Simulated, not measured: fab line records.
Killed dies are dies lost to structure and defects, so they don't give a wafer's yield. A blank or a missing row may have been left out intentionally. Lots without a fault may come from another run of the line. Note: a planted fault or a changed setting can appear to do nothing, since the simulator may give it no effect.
Chamber matching || flow n5_finfet || rie_diel-01 running N5_BEOL_M8_ETCH_62: 4 sister chambers
The step etches SOC in N2/H2, target depth 110 nm, overetch 22 nm, time 165 s. 7 wafers are shown with their chamber, then 9 later ones without.

## EACH WAFER AND ITS CHAMBER
{"wafer": "L077.3", "chamber": 1, "drypump_motor_current_A (A)": 5.3, "showerhead_plenum_p_Torr (Torr)": 2.49}
{"wafer": "L085.2", "chamber": 0, "drypump_motor_current_A (A)": 5.2, "showerhead_plenum_p_Torr (Torr)": 2.66}
{"wafer": "L085.6", "chamber": 2, "drypump_motor_current_A (A)": 5.6, "showerhead_plenum_p_Torr (Torr)": 2.45}
{"wafer": "L090.2", "chamber": 0, "drypump_motor_current_A (A)": 5.2, "showerhead_plenum_p_Torr (Torr)": 2.66}
{"wafer": "L091.3", "chamber": 2, "drypump_motor_current_A (A)": 5.6, "showerhead_plenum_p_Torr (Torr)": 2.44}
{"wafer": "L091.4", "chamber": 3, "drypump_motor_current_A (A)": 6.1, "showerhead_plenum_p_Torr (Torr)": 2.50}
{"wafer": "L091.6", "chamber": 3, "drypump_motor_current_A (A)": 6.2, "showerhead_plenum_p_Torr (Torr)": 2.50}

## WAFERS MISSING THEIR CHAMBER
{"wafer": "L092.2", "drypump_motor_current_A (A)": 5.2, "showerhead_plenum_p_Torr (Torr)": 2.66}
{"wafer": "L092.3", "drypump_motor_current_A (A)": 5.3, "showerhead_plenum_p_Torr (Torr)": 2.48}
{"wafer": "L092.5", "drypump_motor_current_A (A)": 5.6, "showerhead_plenum_p_Torr (Torr)": 2.44}
{"wafer": "L093.2", "drypump_motor_current_A (A)": 6.1, "showerhead_plenum_p_Torr (Torr)": 2.50}
{"wafer": "L093.5", "drypump_motor_current_A (A)": 6.1, "showerhead_plenum_p_Torr (Torr)": 2.50}
{"wafer": "L093.6", "drypump_motor_current_A (A)": 5.2, "showerhead_plenum_p_Torr (Torr)": 2.66}
{"wafer": "L094.2", "drypump_motor_current_A (A)": 6.2, "showerhead_plenum_p_Torr (Torr)": 2.50}
{"wafer": "L094.4", "drypump_motor_current_A (A)": 5.2, "showerhead_plenum_p_Torr (Torr)": 2.65}
{"wafer": "L094.5", "drypump_motor_current_A (A)": 6.2, "showerhead_plenum_p_Torr (Torr)": 2.50}

## WHICH CHAMBER EACH ONE RAN IN
{"wafer": "L092.2", "from the rows above": 0, "in truth": 0}
{"wafer": "L092.3", "from the rows above": 1, "in truth": 1}
{"wafer": "L092.5", "from the rows above": 2, "in truth": 2}
{"wafer": "L093.2", "from the rows above": 3, "in truth": 3}
{"wafer": "L093.5", "from the rows above": 3, "in truth": 3}
{"wafer": "L093.6", "from the rows above": 0, "in truth": 0}
{"wafer": "L094.2", "from the rows above": 3, "in truth": 3}
{"wafer": "L094.4", "from the rows above": 0, "in truth": 0}
{"wafer": "L094.5", "from the rows above": 3, "in truth": 3}
Correct placement for 9 of the 9. From these rows, 0 cannot be placed. Wrongly placed: 0.
How it was worked out, from the rows above alone: a wafer's distance from a chamber is the root of the sum, over the readings, of the square of ((its reading less the chamber's mean) divided by the reading's scatter). The wafer belongs to the nearest chamber; if the next one is less than 2 further off, it can't be placed. The mean given for a chamber averages the wafers shown for that chamber. How the scatter is found: for the shown wafers, subtract from each reading the mean of its chamber, square and add these, divide the total by (wafers less chambers), then take the root.
